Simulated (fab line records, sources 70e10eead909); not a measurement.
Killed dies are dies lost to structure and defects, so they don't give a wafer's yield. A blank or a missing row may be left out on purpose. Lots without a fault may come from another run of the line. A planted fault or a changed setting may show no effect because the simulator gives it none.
Chamber matching | flow nand_harc | NHARC_P_BONDPAD_DESCUM_11 on rie_diel-04: 4 sister chambers
The step chemistry O2, time 3 s. 14 wafers are shown with their chamber, then 7 later ones without.

WAFERS WITH THEIR CHAMBER
wafer  | chamber | drypump_motor_current_A (A) | oes_product_au (a.u.) | rf_vpp_V (V)
L480.2 | 1       | 5.4                         | 1.002                 | 59.0
L480.4 | 3       | 6.7                         | 1.009                 | 57.0
L480.5 | 2       | 6.3                         | 0.999                 | 59.2
L481.2 | 0       | 5.5                         | 0.996                 | 57.6
L481.3 | 3       | 6.7                         | 1.002                 | 58.1
L481.6 | 3       | 6.7                         | 1.002                 | 56.9
L482.1 | 0       | 5.4                         | 0.984                 | 60.3
L482.2 | 3       | 6.7                         | 1.004                 | 58.4
L482.3 | 2       | 6.3                         | 1.002                 | 57.5
L483.1 | 1       | 5.4                         | 1.009                 | 57.8
L483.2 | 2       | 6.3                         | 1.006                 | 59.1
L483.5 | 3       | 6.7                         | 1.014                 | 59.5
L486.1 | 3       | 6.6                         | 0.993                 | 58.2
L486.3 | 2       | 6.3                         | 0.995                 | 57.8

SIGNATURES (means of the wafers above)
reading                 | chamber 0 | chamber 1 | chamber 2 | chamber 3 | scatter within a chamber
drypump_motor_current_A | 5.450     | 5.400     | 6.300     | 6.683     | 0.0365
oes_product_au          | 0.99000   | 1.00550   | 1.00050   | 1.00400   | 0.00645
rf_vpp_V                | 58.950    | 58.400    | 58.400    | 58.017    | 1.06
Rule: a wafer's distance from a chamber is the root of the sum, over the readings, of the square of ((its reading less the chamber's mean) divided by the reading's scatter). The wafer belongs to the nearest chamber; if the next one is less than 2 further off, it can't be placed. The scatter: the root of (the sum of the squares of (reading less its chamber's mean) over the shown wafers, divided by (wafers less chambers)).

WAFERS WITHOUT THEIR CHAMBER
wafer  | drypump_motor_current_A (A) | oes_product_au (a.u.) | rf_vpp_V (V)
L486.5 | 5.5                         | 1.003                 | 59.0
L488.3 | 6.3                         | 0.997                 | 58.2
L488.4 | 5.4                         | 1.010                 | 58.1
L488.6 | 5.5                         | 1.006                 | 57.3
L501.4 | 5.4                         | 1.011                 | 57.7
L501.5 | 6.3                         | 1.007                 | 57.3
L501.6 | 6.6                         | 1.003                 | 59.3

WHICH CHAMBER EACH WENT THROUGH
wafer  | from the rows above     | in truth
L486.5 | can't be placed: 0 or 1 | 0
L488.3 | 2                       | 2
L488.4 | 1                       | 1
L488.6 | can't be placed: 1 or 0 | 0
L501.4 | 1                       | 1
L501.5 | 2                       | 2
L501.6 | 3                       | 3
Placed correctly: 5 of 7. Can't be placed from these rows: 2 (the true chamber is among the candidates in 2). Placed wrongly: 0.
